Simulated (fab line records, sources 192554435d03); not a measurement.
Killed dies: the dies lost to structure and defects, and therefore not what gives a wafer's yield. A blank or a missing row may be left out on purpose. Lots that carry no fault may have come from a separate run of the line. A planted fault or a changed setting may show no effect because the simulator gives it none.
Chamber matching    flow n5 finfet    N5_SD_EPI_N_ETCH_45 on rie diel-04 has 4 sister chambers
The step etches SiOCN in CH3F/O2, target depth 6 nm. 18 wafers are shown with their chamber, then 9 later ones without.

== WAFERS WITH THEIR CHAMBER ==
wafer   chamber  showerhead plenum p Torr (Torr)  throttle valve pct (%)  drypump motor current A (A)
L074.2  3        2.04                             23.42                   6.0
L074.3  0        2.07                             23.07                   5.8
L074.5  3        2.04                             23.45                   5.9
L077.1  3        2.03                             23.46                   6.0
L077.2  0        2.06                             23.09                   5.8
L077.5  0        2.06                             23.08                   5.8
L078.2  1        2.01                             23.50                   5.7
L078.3  3        2.03                             23.46                   5.9
L078.6  0        2.06                             23.06                   5.8
L080.1  3        2.03                             23.45                   6.0
L080.3  0        2.06                             23.08                   5.8
L080.4  0        2.06                             23.09                   5.8
L081.1  0        2.06                             23.08                   5.8
L081.2  1        2.01                             23.49                   5.7
L081.4  1        2.01                             23.51                   5.7
L087.4  0        2.06                             23.10                   5.8
L087.5  1        2.00                             23.51                   5.7
L087.6  2        1.88                             23.46                   6.2

SIGNATURES (means of the wafers above)
reading                   chamber 0  chamber 1  chamber 2  chamber 3  scatter within a chamber
showerhead plenum p Torr  2.0613     2.0075     1.8800     2.0340     0.00449
throttle valve pct        23.0813    23.5025    23.4600    23.4480    0.0132
drypump motor current A   5.800      5.700      6.200      5.960      0.0293
Rule: a wafer's distance from a chamber is the root of the sum, over the readings, of the square of ((its reading less the chamber's mean) divided by the reading's scatter). If the next closest chamber is less than 2 further off than the closest, the wafer can't be placed; otherwise it belongs to the closest. The scatter: take each reading less its chamber's mean, square it, sum over the shown wafers, divide by the number of wafers less the number of chambers, and take the root.

== WAFERS WHOSE CHAMBER IS MISSING ==
wafer   showerhead plenum p Torr (Torr)  throttle valve pct (%)  drypump motor current A (A)
L089.1  2.00                             23.54                   5.7
L089.3  2.03                             23.19                   6.0
L089.5  2.03                             23.20                   6.0
L091.1  2.02                             23.21                   6.0
L091.3  2.02                             23.22                   6.0
L091.6  2.02                             23.21                   6.0
L096.3  2.13                             23.21                   6.2
L096.5  2.02                             23.21                   6.0
L096.6  2.13                             23.21                   6.2

== CHAMBER TAKEN BY EACH ==
wafer    from the rows above   in truth
L089.1   1                     1
L089.3   0                     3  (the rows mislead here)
L089.5   0                     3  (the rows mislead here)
L091.1   0                     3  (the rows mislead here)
L091.3   0                     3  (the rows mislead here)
L091.6   0                     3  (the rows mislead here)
L096.3   0                     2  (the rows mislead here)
L096.5   0                     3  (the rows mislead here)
L096.6   0                     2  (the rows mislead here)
Correctly placed: 1 of 9. Can't be placed from these rows: 0. 8 placed wrongly.
